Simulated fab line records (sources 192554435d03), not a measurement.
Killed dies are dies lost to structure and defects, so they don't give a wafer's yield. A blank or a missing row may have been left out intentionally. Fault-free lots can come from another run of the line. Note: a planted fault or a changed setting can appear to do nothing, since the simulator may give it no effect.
What tool caused it? / flow n5-finfet / 9 lots with 27 wafers sampled at 6 steps, on a route of 1938 steps

## WHAT EACH GAUGE READ, for each wafer
N5_HKMG_FIN_INSPECT_28: inspects for defects (darkfield). Usual: raw-defect-count at 41, with a standard deviation of 17.
lot=L851; measured=day 4 18:49; on=defect-inspect-02; raw-defect-count=36 46 22; flag=
lot=L852; measured=day 5 00:07; on=defect-inspect-02; raw-defect-count=36 52 60; flag=
lot=L854; measured=day 5 15:01; on=defect-inspect-02; raw-defect-count=58 52 44; flag=
lot=L858; measured=day 6 16:55; on=defect-inspect-02; raw-defect-count=29 34 70; flag=
lot=L862; measured=day 7 18:27; on=defect-inspect-02; raw-defect-count=15 33 12; flag=
lot=L866; measured=day 8 17:47; on=defect-inspect-01; raw-defect-count=764 23 21; flag=OFF
lot=L869; measured=day 9 14:01; on=defect-inspect-02; raw-defect-count=32 40 45; flag=
lot=L870; measured=day 9 18:05; on=defect-inspect-01; raw-defect-count=56 46 23; flag=
lot=L871; measured=day 10 03:03; on=defect-inspect-01; raw-defect-count=20 32 30; flag=

N5_BEOL_M4_RC_MEAS_101. Usual: DIBL_N 35.9 mV/V, standard deviation 1.8; DIBL_P 36.2 mV/V, standard deviation 2; IOFF_N 0.16 nA/um, standard deviation 0.031; IOFF_P 0.22 nA/um, standard deviation 0.041; ION_N 676 uA/um, standard deviation 11; ION_P 465 uA/um, standard deviation 8.5; SS_N 71.4 mV/dec, standard deviation 0.64; SS_P 73.2 mV/dec, standard deviation 0.7; VT_N 250 mV, standard deviation 3.5; VT_P -250 mV, standard deviation 3.9.
lot=L851; measured=day 8 14:21; on=prober-02; DIBL_N (mV/V)=36.6 33.5 35.1; DIBL_P (mV/V)=35.9 32.5 35.4; IOFF_N (nA/um)=0.17 0.11 0.15; IOFF_P (nA/um)=0.19 0.15 0.18; ION_N (uA/um)=673 657 676; ION_P (uA/um)=449 450 457; SS_N (mV/dec)=71.5 70.8 71.1; SS_P (mV/dec)=73.4 71.8 72.0; VT_N (mV)=250 252 250; VT_P (mV)=-251 -254 -251; flag=
lot=L852; measured=day 8 21:01; on=prober-02; DIBL_N (mV/V)=32.6 29.3 34.5; DIBL_P (mV/V)=34.6 29.7 34.9; IOFF_N (nA/um)=0.12 0.08 0.14; IOFF_P (nA/um)=0.18 0.12 0.18; ION_N (uA/um)=668 652 655; ION_P (uA/um)=462 450 451; SS_N (mV/dec)=70.5 70.0 71.0; SS_P (mV/dec)=72.7 71.0 71.9; VT_N (mV)=254 260 252; VT_P (mV)=-248 -254 -251; flag=
lot=L854; measured=day 9 22:53; on=prober-02; DIBL_N (mV/V)=35.2 36.6 34.1; DIBL_P (mV/V)=35.6 37.7 34.7; IOFF_N (nA/um)=0.13 0.16 0.12; IOFF_P (nA/um)=0.18 0.22 0.16; ION_N (uA/um)=658 671 672; ION_P (uA/um)=448 462 462; SS_N (mV/dec)=72.0 72.2 71.5; SS_P (mV/dec)=73.5 73.9 73.3; VT_N (mV)=252 248 252; VT_P (mV)=-258 -254 -255; flag=
lot=L858; measured=day 10 02:59; on=prober-01; DIBL_N (mV/V)=36.3 36.3 36.5; DIBL_P (mV/V)=36.6 36.9 36.9; IOFF_N (nA/um)=0.16 0.16 0.16; IOFF_P (nA/um)=0.25 0.26 0.25; ION_N (uA/um)=678 673 688; ION_P (uA/um)=470 465 477; SS_N (mV/dec)=70.6 71.3 71.2; SS_P (mV/dec)=73.6 72.8 72.9; VT_N (mV)=247 249 249; VT_P (mV)=-242 -245 -246; flag=
lot=L862; measured=day 11 12:02; on=prober-01; DIBL_N (mV/V)=34.1 33.9 32.4; DIBL_P (mV/V)=35.4 34.9 33.7; IOFF_N (nA/um)=0.15 0.13 0.12; IOFF_P (nA/um)=0.19 0.18 0.16; ION_N (uA/um)=672 663 674; ION_P (uA/um)=461 459 463; SS_N (mV/dec)=70.4 71.3 70.7; SS_P (mV/dec)=73.0 72.6 72.8; VT_N (mV)=250 251 251; VT_P (mV)=-252 -253 -255; flag=
lot=L866; measured=day 12 05:52; on=prober-01; DIBL_N (mV/V)=37.3 36.9 38.6; DIBL_P (mV/V)=38.5 37.9 39.0; IOFF_N (nA/um)=0.21 0.20 0.22; IOFF_P (nA/um)=0.24 0.23 0.24; ION_N (uA/um)=689 689 691; ION_P (uA/um)=464 468 463; SS_N (mV/dec)=72.4 71.9 71.9; SS_P (mV/dec)=74.3 74.2 74.4; VT_N (mV)=245 244 246; VT_P (mV)=-249 -251 -250; flag=
lot=L869; measured=day 13 04:31; on=prober-01; DIBL_N (mV/V)=36.6 37.2 38.2; DIBL_P (mV/V)=37.1 37.5 39.3; IOFF_N (nA/um)=0.16 0.16 0.21; IOFF_P (nA/um)=0.25 0.26 0.30; ION_N (uA/um)=684 673 702; ION_P (uA/um)=476 470 484; SS_N (mV/dec)=71.8 71.3 71.5; SS_P (mV/dec)=72.6 73.7 73.6; VT_N (mV)=248 251 244; VT_P (mV)=-247 -247 -246; flag=
lot=L870; measured=day 13 15:16; on=prober-01; DIBL_N (mV/V)=36.2 34.7 34.8; DIBL_P (mV/V)=34.7 33.7 33.1; IOFF_N (nA/um)=0.17 0.14 0.15; IOFF_P (nA/um)=0.22 0.20 0.19; ION_N (uA/um)=680 669 662; ION_P (uA/um)=459 466 458; SS_N (mV/dec)=71.8 71.2 71.2; SS_P (mV/dec)=73.0 72.9 71.8; VT_N (mV)=247 249 250; VT_P (mV)=-251 -251 -250; flag=
lot=L871; measured=day 13 20:48; on=prober-02; DIBL_N (mV/V)=35.1 37.9 37.0; DIBL_P (mV/V)=35.2 37.1 36.8; IOFF_N (nA/um)=0.14 0.18 0.16; IOFF_P (nA/um)=0.21 0.24 0.24; ION_N (uA/um)=684 691 678; ION_P (uA/um)=470 473 470; SS_N (mV/dec)=71.1 71.3 71.6; SS_P (mV/dec)=72.6 74.2 73.5; VT_N (mV)=247 248 248; VT_P (mV)=-248 -248 -248; flag=

## EACH LOT AND THE TOOL THAT RAN IT (in order: tool; ch and the chambers of the sampled wafers; start)
lot=L851; N5_HKMG_FIN_STRIP_69=plasma-asher-02 ch 0,1, day 4 17:11; N5_HKMG_FIN_CMP_23=cmp-03 ch 0,1,3, day 4 18:06; N5_HKMG_FIN_CMP_94=cmp-03 ch 0,1,3, day 4 18:35; N5_GATE_CUT_ETCHBACK_00=rie-metal-03 ch 0, day 4 18:50
lot=L852; N5_HKMG_FIN_STRIP_69=plasma-asher-01 ch 0,1, day 4 22:36; N5_HKMG_FIN_CMP_23=cmp-01 ch 0,3, day 4 23:24; N5_HKMG_FIN_CMP_94=cmp-01 ch 0,3, day 4 23:53; N5_GATE_CUT_ETCHBACK_00=rie-metal-01 ch 1, day 5 00:13
lot=L854; N5_HKMG_FIN_STRIP_69=plasma-asher-02 ch 0,1, day 5 13:23; N5_HKMG_FIN_CMP_23=cmp-01 ch 2,3, day 5 14:19; N5_HKMG_FIN_CMP_94=cmp-01 ch 2,3, day 5 14:47; N5_GATE_CUT_ETCHBACK_00=rie-metal-03 ch 0,1, day 5 15:04
lot=L858; N5_HKMG_FIN_STRIP_69=plasma-asher-01 ch 0,1, day 6 15:25; N5_HKMG_FIN_CMP_23=cmp-01 ch 2,3, day 6 16:13; N5_HKMG_FIN_CMP_94=cmp-01 ch 2,3, day 6 16:41; N5_GATE_CUT_ETCHBACK_00=rie-metal-03 ch 0,1, day 6 16:59
lot=L862; N5_HKMG_FIN_STRIP_69=plasma-asher-02 ch 0,1, day 7 16:50; N5_HKMG_FIN_CMP_23=cmp-02 ch 0,3, day 7 17:44; N5_HKMG_FIN_CMP_94=cmp-02 ch 0,3, day 7 18:13; N5_GATE_CUT_ETCHBACK_00=rie-metal-01 ch 0, day 7 18:29
lot=L866; N5_HKMG_FIN_STRIP_69=plasma-asher-02 ch 0,1, day 8 16:10; N5_HKMG_FIN_CMP_23=cmp-02 ch 0,2,3, day 8 17:05; N5_HKMG_FIN_CMP_94=cmp-02 ch 0,2,3, day 8 17:34; N5_GATE_CUT_ETCHBACK_00=rie-metal-03 ch 0,1, day 8 17:49
lot=L869; N5_HKMG_FIN_STRIP_69=plasma-asher-02 ch 0,1, day 9 12:23; N5_HKMG_FIN_CMP_23=cmp-03 ch 1,2, day 9 13:19; N5_HKMG_FIN_CMP_94=cmp-03 ch 1,2, day 9 13:47; N5_GATE_CUT_ETCHBACK_00=rie-metal-01 ch 0,1, day 9 14:04
lot=L870; N5_HKMG_FIN_STRIP_69=plasma-asher-02 ch 0,1, day 9 16:27; N5_HKMG_FIN_CMP_23=cmp-01 ch 1,2,3, day 9 17:27; N5_HKMG_FIN_CMP_94=cmp-01 ch 1,2,3, day 9 17:53; N5_GATE_CUT_ETCHBACK_00=rie-metal-01 ch 0,1, day 9 18:07
lot=L871; N5_HKMG_FIN_STRIP_69=plasma-asher-01 ch 0,1, day 10 01:25; N5_HKMG_FIN_CMP_23=cmp-01 ch 1,3, day 10 02:20; N5_HKMG_FIN_CMP_94=cmp-01 ch 1,3, day 10 02:49; N5_GATE_CUT_ETCHBACK_00=rie-metal-02 ch 1, day 10 03:08
- N5_HKMG_FIN_STRIP_69: strips in N2/H2, time 360 s.
- N5_HKMG_FIN_CMP_23: polishes, stops on SiNx, t overpolish 10 s, target thk 46.326 nm.
- N5_HKMG_FIN_CMP_94: polishes, stops on SiNx, t overpolish 4.7 s, target thk 43.299 nm.
- N5_GATE_CUT_ETCHBACK_00: etches W in SF6/Cl2.

## WHAT THE TOOLS THEMSELVES READ (means of the sampled wafers that have a number; where no wafer has one, the mark that the record gives instead)
N5_HKMG_FIN_STRIP_69. Usual: drypump-motor-current-A 5.53 A, standard deviation 0.26; heater-power-w 469 W, standard deviation 36.
lot=L851; tool=plasma-asher-02; drypump-motor-current-A (A)=5.35; heater-power-w (W)=495; flag=
lot=L852; tool=plasma-asher-01; drypump-motor-current-A (A)=5.91; heater-power-w (W)=421; flag=
lot=L854; tool=plasma-asher-02; drypump-motor-current-A (A)=5.35; heater-power-w (W)=500; flag=
lot=L858; tool=plasma-asher-01; drypump-motor-current-A (A)=5.84; heater-power-w (W)=427; flag=
lot=L862; tool=plasma-asher-02; drypump-motor-current-A (A)=5.35; heater-power-w (W)=493; flag=
lot=L866; tool=plasma-asher-02; drypump-motor-current-A (A)=5.36; heater-power-w (W)=487; flag=
lot=L869; tool=plasma-asher-02; drypump-motor-current-A (A)=5.36; heater-power-w (W)=492; flag=
lot=L870; tool=plasma-asher-02; drypump-motor-current-A (A)=5.35; heater-power-w (W)=503; flag=
lot=L871; tool=plasma-asher-01; drypump-motor-current-A (A)=5.81; heater-power-w (W)=421; flag=

N5_HKMG_FIN_CMP_23. Usual: motor-current-A 12.3 A, standard deviation 0.96; overpolish-run-s 10.001 s, standard deviation 0.0091; time-to-endpoint-s 12.9 s, standard deviation 2.1.
lot=L851; tool=cmp-03; motor-current-A (A)=13.4; overpolish-run-s (s)=9.992; time-to-endpoint-s (s)=15.1; flag=
lot=L852; tool=cmp-01; motor-current-A (A)=12.2; overpolish-run-s (s)=9.992; time-to-endpoint-s (s)=16.0; flag=
lot=L854; tool=cmp-01; motor-current-A (A)=12.1; overpolish-run-s (s)=10.002; time-to-endpoint-s (s)=10.9; flag=
lot=L858; tool=cmp-01; motor-current-A (A)=12.0; overpolish-run-s (s)=10.000; time-to-endpoint-s (s)=12.8; flag=
lot=L862; tool=cmp-02; motor-current-A (A)=11.9; overpolish-run-s (s)=10.004; time-to-endpoint-s (s)=13.3; flag=
lot=L866; tool=cmp-02; motor-current-A (A)=11.9; overpolish-run-s (s)=9.997; time-to-endpoint-s (s)=9.4; flag=
lot=L869; tool=cmp-03; motor-current-A (A)=12.7; overpolish-run-s (s)=10.009; time-to-endpoint-s (s)=13.2; flag=
lot=L870; tool=cmp-01; motor-current-A (A)=11.9; overpolish-run-s (s)=10.000; time-to-endpoint-s (s)=12.7; flag=
lot=L871; tool=cmp-01; motor-current-A (A)=11.7; overpolish-run-s (s)=9.997; time-to-endpoint-s (s)=11.9; flag=

N5_HKMG_FIN_CMP_94. Usual: motor-current-A at 12.3 A, with a standard deviation of 1.1.
lot=L851; tool=cmp-03; motor-current-A (A)=13.6; flag=
lot=L852; tool=cmp-01; motor-current-A (A)=11.9; flag=
lot=L854; tool=cmp-01; motor-current-A (A)=12.0; flag=
lot=L858; tool=cmp-01; motor-current-A (A)=12.2; flag=
lot=L862; tool=cmp-02; motor-current-A (A)=11.8; flag=
lot=L866; tool=cmp-02; motor-current-A (A)=11.6; flag=
lot=L869; tool=cmp-03; motor-current-A (A)=12.9; flag=
lot=L870; tool=cmp-01; motor-current-A (A)=11.8; flag=
lot=L871; tool=cmp-01; motor-current-A (A)=11.2; flag=

N5_GATE_CUT_ETCHBACK_00. Usual: drypump-motor-current-A 5.9 A, standard deviation 0.35; oes-product-au 0.73 a.u., standard deviation 0.072; throttle-valve-pct 27.61 %, standard deviation 0.22.
lot=L851; tool=rie-metal-03; drypump-motor-current-A (A)=5.9; oes-product-au (a.u.)=0.86; throttle-valve-pct (%)=27.63; flag=
lot=L852; tool=rie-metal-01; drypump-motor-current-A (A)=5.9; oes-product-au (a.u.)=0.74; throttle-valve-pct (%)=27.26; flag=
lot=L854; tool=rie-metal-03; drypump-motor-current-A (A)=6.1; oes-product-au (a.u.)=0.81; throttle-valve-pct (%)=27.62; flag=
lot=L858; tool=rie-metal-03; drypump-motor-current-A (A)=6.1; oes-product-au (a.u.)=0.80; throttle-valve-pct (%)=27.63; flag=
lot=L862; tool=rie-metal-01; drypump-motor-current-A (A)=6.1; oes-product-au (a.u.)=0.64; throttle-valve-pct (%)=27.87; flag=
lot=L866; tool=rie-metal-03; drypump-motor-current-A (A)=6.2; oes-product-au (a.u.)=0.75; throttle-valve-pct (%)=27.63; flag=
lot=L869; tool=rie-metal-01; drypump-motor-current-A (A)=6.0; oes-product-au (a.u.)=0.66; throttle-valve-pct (%)=27.68; flag=
lot=L870; tool=rie-metal-01; drypump-motor-current-A (A)=6.0; oes-product-au (a.u.)=0.65; throttle-valve-pct (%)=27.68; flag=
lot=L871; tool=rie-metal-02; drypump-motor-current-A (A)=5.1; oes-product-au (a.u.)=0.72; throttle-valve-pct (%)=27.86; flag=

## THE ANSWER, worked out from the rows above alone
Rule: lot off if the mean of its wafers having a number is beyond 3 standard deviations from the usual mean. Also off: a lot with no number at a reading for which 4 or more lots have one. All remaining lots with rows at the step are treated as sound. The gauges are gone through in route order, then the tools' own readings, and for those a lot's mean is taken as printed above. At the first step where some lot is off, the reading lying furthest off is the one used; lots without a number count as furthest.
Off: L866, at N5_HKMG_FIN_INSPECT_28 (raw-defect-count).
If a tool, at a process step before that reading, ran all the lots that are off and no sound lot after the first of them, it fits. Those tools and the gauges at N5_HKMG_FIN_INSPECT_28 are tried in the same way. One candidate fits, namely cmp-02 at N5_HKMG_FIN_CMP_23 and N5_HKMG_FIN_CMP_94. At N5_HKMG_FIN_CMP_23 its last sound lot is L862 (day 7 17:44), its first lot that is off L866 (day 8 17:05): a fault that began between those two fits.

## WHAT HAD BEEN PUT IN BY THE SIMULATOR
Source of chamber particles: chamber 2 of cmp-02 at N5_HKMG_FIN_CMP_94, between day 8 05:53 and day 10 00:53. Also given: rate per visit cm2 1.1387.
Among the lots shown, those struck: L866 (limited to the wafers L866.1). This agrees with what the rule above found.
